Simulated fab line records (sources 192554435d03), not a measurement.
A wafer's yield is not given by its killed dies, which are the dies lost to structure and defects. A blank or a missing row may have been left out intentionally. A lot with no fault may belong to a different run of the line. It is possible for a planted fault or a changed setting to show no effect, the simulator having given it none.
What tool caused it? + flow n5Finfet + 72 wafers from 24 lots sampled at 4 of the route's 1938 steps

WHAT THE GAUGES READ, wafer by wafer
N5_BEOL_M0_CUTY_INSPECT_59: inspects for defects (macro). Usual: 1.9 for rawDefectCount, sd 1.5.
| lot  | measured     | on               | rawDefectCount | flag |
|------|--------------|------------------|----------------|------|
| L074 | day 5 15:21  | defectInspect-02 | 3 2 2          |      |
| L075 | day 5 20:54  | defectInspect-01 | 2 1 4          |      |
| L076 | day 6 04:52  | defectInspect-02 | 2 3 3          |      |
| L077 | day 6 11:58  | defectInspect-02 | 1 2 3          |      |
| L078 | day 6 18:22  | defectInspect-02 | 5 1 5          |      |
| L079 | day 7 00:22  | defectInspect-01 | 0 2 0          |      |
| L080 | day 7 10:29  | defectInspect-02 | 1 0 2          |      |
| L081 | day 7 11:38  | defectInspect-02 | 2 3 3          |      |
| L082 | day 7 17:56  | defectInspect-02 | 1 0 1          |      |
| L083 | day 7 21:56  | defectInspect-02 | 0 2 0          |      |
| L084 | day 8 02:25  | defectInspect-02 | 2 2 2          |      |
| L085 | day 8 10:39  | defectInspect-02 | 1 0 1          |      |
| L086 | day 8 20:54  | defectInspect-02 | 3 2 1          |      |
| L087 | day 9 09:55  | defectInspect-02 | 1 0 1          |      |
| L088 | day 9 11:53  | defectInspect-02 | 4 1 1          |      |
| L089 | day 9 15:49  | defectInspect-01 | 7 4 4          |      |
| L090 | day 9 17:47  | defectInspect-02 | 2 1 0          |      |
| L091 | day 10 02:18 | defectInspect-02 | 4 3 0          |      |
| L092 | day 10 04:00 | defectInspect-01 | 3 1 2          |      |
| L093 | day 10 11:25 | defectInspect-02 | 2 0 0          |      |
| L094 | day 10 19:01 | defectInspect-02 | 4 4 4          |      |
| L095 | day 11 03:59 | defectInspect-01 | 1 0 4          |      |
| L096 | day 11 06:30 | defectInspect-01 | 3 3 2          |      |
| L097 | day 11 12:56 | defectInspect-01 | 2 1 1          |      |

EACH LOT AND THE TOOL THAT RAN IT (in order: tool; ch and the chambers of the sampled wafers; start)
| lot  | N5_BEOL_M0_SAQP_RECESS_109        | N5_BEOL_M0_SAQP_DESCUM_45         | N5_BEOL_M0_SAQP_ETCH_73           |
|------|-----------------------------------|-----------------------------------|-----------------------------------|
| L074 | vaporEtch-01 ch 0,1, day 5 12:42  | rieDiel-02 ch 0,2,3, day 5 13:59  | rieDiel-02 ch 0,2,3, day 5 14:02  |
| L075 | vaporEtch-01 ch 0,1, day 5 18:11  | rieDiel-06 ch 2,3, day 5 19:33    | rieDiel-06 ch 2,3, day 5 19:36    |
| L076 | vaporEtch-01 ch 0,1, day 6 01:28  | rieDiel-04 ch 0,1,3, day 6 03:25  | rieDiel-04 ch 0,1,3, day 6 03:28  |
| L077 | vaporEtch-01 ch 0,1, day 6 09:26  | rieDiel-04 ch 2,3, day 6 10:43    | rieDiel-04 ch 2,3, day 6 10:46    |
| L078 | vaporEtch-01 ch 0,1, day 6 15:25  | rieDiel-06 ch 1,2,3, day 6 16:52  | rieDiel-06 ch 1,2,3, day 6 16:56  |
| L079 | vaporEtch-02 ch 0,1, day 6 21:41  | rieDiel-02 ch 1,2,3, day 6 23:01  | rieDiel-02 ch 1,2,3, day 6 23:04  |
| L080 | vaporEtch-02 ch 0,1, day 7 07:39  | rieDiel-02 ch 1,3, day 7 09:06    | rieDiel-02 ch 1,3, day 7 09:09    |
| L081 | vaporEtch-02 ch 0,1, day 7 08:28  | rieDiel-04 ch 0,1, day 7 10:24    | rieDiel-04 ch 0,1, day 7 10:27    |
| L082 | vaporEtch-01 ch 0,1, day 7 15:08  | rieDiel-04 ch 0,2, day 7 16:35    | rieDiel-04 ch 0,2, day 7 16:38    |
| L083 | vaporEtch-01 ch 0,1, day 7 19:10  | rieDiel-02 ch 2,3, day 7 20:39    | rieDiel-02 ch 2,3, day 7 20:42    |
| L084 | vaporEtch-01 ch 0,1, day 7 23:30  | rieDiel-06 ch 1,2,3, day 8 01:10  | rieDiel-06 ch 1,2,3, day 8 01:14  |
| L085 | vaporEtch-02 ch 0,1, day 8 07:47  | rieDiel-06 ch 0,1,3, day 8 09:18  | rieDiel-06 ch 0,1,3, day 8 09:21  |
| L086 | vaporEtch-01 ch 0,1, day 8 16:53  | rieDiel-02 ch 0,3, day 8 19:32    | rieDiel-02 ch 0,3, day 8 19:35    |
| L087 | vaporEtch-02 ch 0,1, day 9 04:49  | rieDiel-02 ch 1,2,3, day 9 08:26  | rieDiel-02 ch 1,2,3, day 9 08:29  |
| L088 | vaporEtch-01 ch 0,1, day 9 08:17  | rieDiel-04 ch 1,2,3, day 9 10:31  | rieDiel-04 ch 1,2,3, day 9 10:34  |
| L089 | vaporEtch-01 ch 0,1, day 9 11:59  | rieDiel-04 ch 2,3, day 9 14:28    | rieDiel-04 ch 2,3, day 9 14:31    |
| L090 | vaporEtch-02 ch 0,1, day 9 15:01  | rieDiel-04 ch 2,3, day 9 16:26    | rieDiel-04 ch 2,3, day 9 16:29    |
| L091 | vaporEtch-01 ch 0,1, day 9 23:30  | rieDiel-04 ch 0,1,2, day 10 01:04 | rieDiel-04 ch 0,1,2, day 10 01:07 |
| L092 | vaporEtch-01 ch 0,1, day 10 01:12 | rieDiel-04 ch 0,2, day 10 02:39   | rieDiel-04 ch 0,2, day 10 02:42   |
| L093 | vaporEtch-01 ch 0,1, day 10 08:29 | rieDiel-06 ch 0,2,3, day 10 10:11 | rieDiel-06 ch 0,2,3, day 10 10:14 |
| L094 | vaporEtch-02 ch 0,1, day 10 16:13 | rieDiel-04 ch 0,1, day 10 17:40   | rieDiel-04 ch 0,1, day 10 17:43   |
| L095 | vaporEtch-02 ch 0,1, day 11 01:13 | rieDiel-02 ch 0,1, day 11 02:32   | rieDiel-02 ch 0,1, day 11 02:35   |
| L096 | vaporEtch-02 ch 0,1, day 11 03:50 | rieDiel-06 ch 1,2,3, day 11 05:09 | rieDiel-06 ch 1,2,3, day 11 05:12 |
| L097 | vaporEtch-01 ch 0,1, day 11 09:31 | rieDiel-04 ch 0,1, day 11 11:16   | rieDiel-04 ch 0,1, day 11 11:19   |
- N5_BEOL_M0_SAQP_RECESS_109: chemistry HF/NH3, target SiO2, target depth 3 nm, afs cycles 1, sublimation time 60 s.
- N5_BEOL_M0_SAQP_DESCUM_45: chemistry O2, time 7 s.
- N5_BEOL_M0_SAQP_ETCH_73: etches SiARC in CF4, target depth 19.5 nm, time 32.5 s.

AS READ BY THE TOOLS THEMSELVES (means over the sampled wafers that have a number; for cases with no such wafer, the mark the record gives instead)
N5_BEOL_M0_SAQP_RECESS_109. Usual: drypumpMotorCurrentA 5.7 A, standard deviation 0.68; forelinePTorr 0.1280 Torr, standard deviation 0.00057; tempC 30.01 C, standard deviation 0.11.
| lot  | tool         | drypumpMotorCurrentA (A) | forelinePTorr (Torr) | tempC (C) | flag |
|------|--------------|--------------------------|----------------------|-----------|------|
| L074 | vaporEtch-01 | 6.3                      | 0.1285               | 29.96     |      |
| L075 | vaporEtch-01 | 6.3                      | 0.1274               | 30.03     |      |
| L076 | vaporEtch-01 | 6.3                      | 0.1277               | 29.99     |      |
| L077 | vaporEtch-01 | 6.2                      | 0.1278               | 30.09     |      |
| L078 | vaporEtch-01 | 6.3                      | 0.1278               | 30.03     |      |
| L079 | vaporEtch-02 | 5.4                      | 0.1278               | 30.08     |      |
| L080 | vaporEtch-02 | 5.3                      | 0.1279               | 30.00     |      |
| L081 | vaporEtch-02 | 5.3                      | 0.1282               | 30.05     |      |
| L082 | vaporEtch-01 | 6.3                      | 0.1272               | 29.91     |      |
| L083 | vaporEtch-01 | 5.8                      | 0.1283               | 29.92     |      |
| L084 | vaporEtch-01 | 5.8                      | 0.1287               | 30.07     |      |
| L085 | vaporEtch-02 | 5.3                      | 0.1281               | 29.91     |      |
| L086 | vaporEtch-01 | 5.9                      | 0.1285               | 30.03     |      |
| L087 | vaporEtch-02 | 5.3                      | 0.1280               | 30.05     |      |
| L088 | vaporEtch-01 | 6.3                      | 0.1277               | 30.06     |      |
| L089 | vaporEtch-01 | 6.3                      | 0.1289               | 29.91     |      |
| L090 | vaporEtch-02 | 5.3                      | 0.1280               | 30.10     |      |
| L091 | vaporEtch-01 | 6.3                      | 0.1269               | 29.95     |      |
| L092 | vaporEtch-01 | 6.3                      | 0.1284               | 30.02     |      |
| L093 | vaporEtch-01 | 6.3                      | 0.1280               | 30.03     |      |
| L094 | vaporEtch-02 | 5.1                      | 0.1281               | 29.95     |      |
| L095 | vaporEtch-02 | 5.3                      | 0.1279               | 30.00     |      |
| L096 | vaporEtch-02 | 5.1                      | 0.1285               | 30.06     |      |
| L097 | vaporEtch-01 | 5.8                      | 0.1277               | 30.05     |      |

N5_BEOL_M0_SAQP_DESCUM_45. Usual: for drypumpMotorCurrentA, 5.7 A with a standard deviation of 0.57; for oesProductAu, 0.75 a.u. with a standard deviation of 0.078; for rfFwdPowerW, 49.37 W with a standard deviation of 0.22; for rfVppV, 243.3 V with a standard deviation of 1.3; for showerheadPlenumPTorr, 2.10 Torr with a standard deviation of 0.071; for tempC, 40.00 C with a standard deviation of 0.11; for throttleValvePct, 20.29 % with a standard deviation of 0.25.
| lot  | tool       | drypumpMotorCurrentA (A) | oesProductAu (a.u.) | rfFwdPowerW (W) | rfVppV (V) | showerheadPlenumPTorr (Torr) | tempC (C) | throttleValvePct (%) | flag |
|------|------------|--------------------------|---------------------|-----------------|------------|------------------------------|-----------|----------------------|------|
| L074 | rieDiel-02 | 6.4                      | 0.72                | 49.41           | 242.4      | 2.08                         | 40.03     | 20.42                |      |
| L075 | rieDiel-06 | 5.5                      | 0.80                | 49.16           | 242.4      | 2.02                         | 40.05     | 20.41                |      |
| L076 | rieDiel-04 | 5.8                      | 0.74                | 49.38           | 242.8      | 2.10                         | 40.01     | 20.21                |      |
| L077 | rieDiel-04 | 5.2                      | 0.72                | 49.50           | 243.4      | 2.11                         | 39.99     | 20.39                |      |
| L078 | rieDiel-06 | 5.6                      | 0.84                | 49.05           | 242.5      | 2.05                         | 40.16     | 20.18                |      |
| L079 | rieDiel-02 | 6.0                      | 0.72                | 49.45           | 243.3      | 2.07                         | 39.97     | 20.32                |      |
| L080 | rieDiel-02 | 5.5                      | 0.70                | 49.51           | 243.4      | 2.11                         | 39.97     | 20.16                |      |
| L081 | rieDiel-04 | 5.6                      | 0.75                | 49.20           | 244.3      | 2.16                         | 39.92     | 20.19                |      |
| L082 | rieDiel-04 | 5.0                      | 0.74                | 49.54           | 244.5      | 2.17                         | 39.86     | 20.37                |      |
| L083 | rieDiel-02 | 6.3                      | 0.74                | 49.43           | 241.6      | 2.03                         | 39.96     | 20.48                |      |
| L084 | rieDiel-06 | 5.6                      | 0.81                | 49.23           | 243.0      | 2.05                         | 40.14     | 20.20                |      |
| L085 | rieDiel-06 | 5.5                      | 0.77                | 49.21           | 241.9      | 2.10                         | 40.04     | 20.37                |      |
| L086 | rieDiel-02 | 6.4                      | 0.89                | 49.51           | 244.1      | 2.12                         | 39.99     | 20.12                |      |
| L087 | rieDiel-02 | 6.0                      | 0.71                | 49.26           | 242.2      | 2.07                         | 39.90     | 20.33                |      |
| L088 | rieDiel-04 | 5.7                      | 0.71                | 49.56           | 242.9      | 2.10                         | 40.07     | 20.27                |      |
| L089 | rieDiel-04 | 5.2                      | 0.70                | 49.38           | 243.1      | 2.11                         | 39.95     | 20.41                |      |
| L090 | rieDiel-04 | 5.2                      | 0.69                | 49.55           | 243.2      | 2.11                         | 39.90     | 20.42                |      |
| L091 | rieDiel-04 | 5.5                      | 0.72                | 49.41           | 244.4      | 2.16                         | 40.01     | 20.24                |      |
| L092 | rieDiel-04 | 5.0                      | 0.72                | 49.40           | 244.0      | 2.17                         | 40.11     | 20.39                |      |
| L093 | rieDiel-06 | 5.8                      | 0.76                | 49.28           | 242.9      | 2.07                         | 40.00     | 20.56                |      |
| L094 | rieDiel-04 | 5.6                      | 0.72                | 49.13           | 243.2      | 2.15                         | 40.12     | 20.24                |      |
| L095 | rieDiel-02 | 6.0                      | 0.83                | 49.46           | 243.5      | 2.15                         | 40.11     | 20.15                |      |
| L096 | rieDiel-06 | 5.6                      | 0.78                | 49.22           | 241.4      | 2.04                         | 40.03     | 20.23                |      |
| L097 | rieDiel-04 | 5.9                      | 0.70                | 49.35           | 244.3      | 2.14                         | 39.99     | 20.12                |      |

N5_BEOL_M0_SAQP_ETCH_73. Usual: for drypumpMotorCurrentA, 5.7 A with a standard deviation of 0.57; for etchRfOnTimeS, 32.6 s with a standard deviation of 1.2; for oesProductAu, 0.64 a.u. with a standard deviation of 0.07; for rfFwdPowerW, 533.5 W with a standard deviation of 2.3; for rfVppV, 184.2 V with a standard deviation of 1.3; for showerheadPlenumPTorr, 2.16 Torr with a standard deviation of 0.071; for throttleValvePct, 15.58 % with a standard deviation of 0.17.
| lot  | tool       | drypumpMotorCurrentA (A) | etchRfOnTimeS (s) | oesProductAu (a.u.) | rfFwdPowerW (W) | rfVppV (V) | showerheadPlenumPTorr (Torr) | throttleValvePct (%) | flag |
|------|------------|--------------------------|-------------------|---------------------|-----------------|------------|------------------------------|----------------------|------|
| L074 | rieDiel-02 | 6.4                      | 32.3              | 0.62                | 533.5           | 182.8      | 2.13                         | 15.66                |      |
| L075 | rieDiel-06 | 5.5                      | 31.2              | 0.70                | 530.8           | 182.8      | 2.06                         | 15.52                |      |
| L076 | rieDiel-04 | 5.8                      | 33.1              | 0.62                | 533.8           | 184.4      | 2.17                         | 15.60                |      |
| L077 | rieDiel-04 | 5.2                      | 32.5              | 0.63                | 534.8           | 184.4      | 2.16                         | 15.69                |      |
| L078 | rieDiel-06 | 5.6                      | 31.8              | 0.72                | 531.2           | 183.6      | 2.10                         | 15.43                |      |
| L079 | rieDiel-02 | 6.0                      | 32.8              | 0.61                | 534.2           | 183.7      | 2.13                         | 15.57                |      |
| L080 | rieDiel-02 | 5.5                      | 33.8              | 0.60                | 534.0           | 184.0      | 2.19                         | 15.55                |      |
| L081 | rieDiel-04 | 5.6                      | 33.3              | 0.63                | 531.4           | 184.9      | 2.22                         | 15.56                |      |
| L082 | rieDiel-04 | 5.0                      | 32.1              | 0.64                | 534.8           | 184.0      | 2.21                         | 15.64                |      |
| L083 | rieDiel-02 | 6.4                      | 32.8              | 0.62                | 533.5           | 183.3      | 2.08                         | 15.61                |      |
| L084 | rieDiel-06 | 5.6                      | 31.9              | 0.71                | 531.4           | 183.3      | 2.10                         | 15.44                |      |
| L085 | rieDiel-06 | 5.5                      | 32.3              | 0.65                | 532.2           | 184.4      | 2.14                         | 15.53                |      |
| L086 | rieDiel-02 | 6.4                      | 32.0              | 0.76                | 536.1           | 184.5      | 2.17                         | 15.40                |      |
| L087 | rieDiel-02 | 6.0                      | 32.7              | 0.61                | 533.6           | 183.7      | 2.12                         | 15.61                |      |
| L088 | rieDiel-04 | 5.7                      | 33.4              | 0.60                | 535.2           | 183.8      | 2.16                         | 15.67                |      |
| L089 | rieDiel-04 | 5.2                      | 33.3              | 0.60                | 535.4           | 184.8      | 2.15                         | 15.72                |      |
| L090 | rieDiel-04 | 5.2                      | 33.2              | 0.61                | 534.7           | 184.2      | 2.15                         | 15.73                |      |
| L091 | rieDiel-04 | 5.5                      | 32.9              | 0.62                | 533.6           | 184.7      | 2.21                         | 15.59                |      |
| L092 | rieDiel-04 | 5.0                      | 32.6              | 0.62                | 534.1           | 185.6      | 2.21                         | 15.66                |      |
| L093 | rieDiel-06 | 5.8                      | 32.4              | 0.65                | 531.9           | 184.6      | 2.11                         | 15.70                |      |
| L094 | rieDiel-04 | 5.6                      | 33.6              | 0.61                | 532.8           | 185.3      | 2.21                         | 15.60                |      |
| L095 | rieDiel-02 | 6.0                      | 31.0              | 0.74                | 535.2           | 184.4      | 2.19                         | 15.37                |      |
| L096 | rieDiel-06 | 5.6                      | 32.0              | 0.68                | 531.0           | 183.1      | 2.09                         | 15.49                |      |
| L097 | rieDiel-04 | 5.9                      | 33.0              | 0.61                | 531.0           | 185.3      | 2.22                         | 15.56                |      |

THE ANSWER, worked out from the rows above alone
Rule: a lot is off if the mean of its wafers that have a number lies more than 3 standard deviations from the usual mean. Also off: a lot with no number at a reading for which 4 or more lots have one. Where the step has rows for the other lots, those lots are counted as sound. After the gauges, taken in route order, come the tools' own readings; for these a lot's mean is taken, as printed above. At the first step where some lot is off, the reading lying furthest off is the one used; lots without a number count as furthest.
No lot is off at any reading shown: from this, nothing can be told.

WHAT THE SIMULATOR HAD INSERTED
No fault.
